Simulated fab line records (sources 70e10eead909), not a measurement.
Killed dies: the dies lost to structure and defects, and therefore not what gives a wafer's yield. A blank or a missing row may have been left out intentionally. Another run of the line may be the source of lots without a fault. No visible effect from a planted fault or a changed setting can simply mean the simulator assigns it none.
Chamber matching | flow nandHarc | 3 sister chambers for NHARC_A_CONTACT_DEP_85 on pecvd-03
The step deposits SiON, target thk 50 nm. 6 wafers are shown with their chamber, then 9 later ones without.

## WAFERS WITH THEIR CHAMBER
wafer  | chamber | heaterPowerW (W)
L084.4 | 1       | 664
L088.4 | 0       | 671
L088.6 | 2       | 741
L090.1 | 1       | 709
L090.2 | 2       | 614
L090.3 | 0       | 593

## WAFERS WHOSE CHAMBER IS MISSING
wafer  | heaterPowerW (W)
L096.1 | 627
L096.3 | 700
L096.5 | 669
L097.1 | 744
L097.2 | 614
L097.3 | 623
L097.4 | 602
L097.5 | 733
L097.6 | 624

## EACH ONE'S CHAMBER
wafer  | from the rows above          | in truth
L096.1 | can't be placed: 0 or 2 or 1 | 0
L096.3 | can't be placed: 1 or 2 or 0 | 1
L096.5 | can't be placed: 2 or 1 or 0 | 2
L097.1 | can't be placed: 1 or 2 or 0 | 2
L097.2 | can't be placed: 0 or 2 or 1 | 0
L097.3 | can't be placed: 0 or 2 or 1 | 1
L097.4 | can't be placed: 0 or 2 or 1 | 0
L097.5 | can't be placed: 1 or 2 or 0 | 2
L097.6 | can't be placed: 0 or 2 or 1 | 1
Correctly placed: 0 of 9. These rows do not allow placing 9 (true chamber among the candidates in 9). Number placed wrongly: 0.
How it was worked out, from the rows above alone: a wafer's distance from a chamber is the root of the sum, over the readings, of the square of ((its reading less the chamber's mean) divided by the reading's scatter). The wafer belongs to the nearest chamber; if the next one is less than 2 further off, it can't be placed. For every chamber, the mean is computed from those of its wafers that are shown. The scatter is the square root of a quotient: the sum, over the shown wafers, of each reading's squared deviation from its chamber's mean, divided by wafers minus chambers.
